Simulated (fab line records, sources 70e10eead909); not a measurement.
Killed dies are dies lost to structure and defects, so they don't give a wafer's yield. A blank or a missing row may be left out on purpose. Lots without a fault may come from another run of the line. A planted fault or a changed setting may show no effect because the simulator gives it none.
Chamber matching | flow nand_harc | NHARC_P_CONTACT_CMP_01 on cmp-02: 4 sister chambers
The step polishes SiO2, target thk 200 nm. 30 wafers are shown with their chamber, then 12 later ones without.

WAFERS WITH THEIR CHAMBER
wafer  | chamber | motor_current_A (A)
L075.1 | 0       | 12.8
L075.4 | 1       | 11.1
L075.6 | 3       | 11.0
L077.1 | 3       | 11.6
L077.5 | 2       | 12.0
L077.6 | 1       | 11.1
L078.2 | 3       | 10.8
L078.5 | 3       | 10.7
L078.6 | 0       | 13.5
L080.1 | 0       | 13.5
L080.2 | 3       | 10.8
L080.6 | 2       | 11.9
L081.2 | 0       | 13.2
L081.4 | 2       | 11.9
L081.6 | 3       | 11.6
L081.1 | 3       | 10.8
L081.3 | 1       | 11.6
L081.5 | 2       | 11.8
L082.2 | 2       | 11.9
L082.3 | 1       | 10.9
L082.6 | 1       | 11.3
L084.1 | 1       | 11.5
L084.2 | 3       | 10.7
L084.6 | 3       | 11.4
L086.1 | 0       | 13.1
L086.2 | 1       | 10.9
L086.5 | 0       | 13.3
L087.3 | 1       | 11.4
L087.5 | 1       | 10.9
L087.6 | 2       | 11.8

SIGNATURES (means of the wafers above)
reading         | chamber 0 | chamber 1 | chamber 2 | chamber 3 | scatter within a chamber
motor_current_A | 13.233    | 11.189    | 11.883    | 11.044    | 0.286
Rule: a wafer's distance from a chamber is the root of the sum, over the readings, of the square of ((its reading less the chamber's mean) divided by the reading's scatter). The wafer belongs to the nearest chamber; if the next one is less than 2 further off, it can't be placed. The scatter: the root of (the sum of the squares of (reading less its chamber's mean) over the shown wafers, divided by (wafers less chambers)).

WAFERS WITHOUT THEIR CHAMBER
wafer  | motor_current_A (A)
L089.1 | 13.4
L089.2 | 11.3
L089.4 | 11.8
L092.1 | 11.6
L092.3 | 10.4
L092.4 | 13.3
L096.2 | 11.1
L096.3 | 11.6
L096.6 | 10.7
L097.3 | 10.6
L097.5 | 12.0
L097.6 | 10.8

WHICH CHAMBER EACH WENT THROUGH
wafer  | from the rows above          | in truth
L089.1 | 0                            | 0
L089.2 | can't be placed: 1 or 3 or 2 | 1
L089.4 | can't be placed: 2 or 1      | 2
L092.1 | can't be placed: 2 or 1 or 3 | 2
L092.3 | can't be placed: 3 or 1      | 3
L092.4 | 0                            | 0
L096.2 | can't be placed: 3 or 1      | 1
L096.3 | can't be placed: 2 or 1 or 3 | 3
L096.6 | can't be placed: 3 or 1      | 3
L097.3 | can't be placed: 3 or 1      | 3
L097.5 | 2                            | 2
L097.6 | can't be placed: 3 or 1      | 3
Placed correctly: 3 of 12. Can't be placed from these rows: 9 (the true chamber is among the candidates in 9). Placed wrongly: 0.
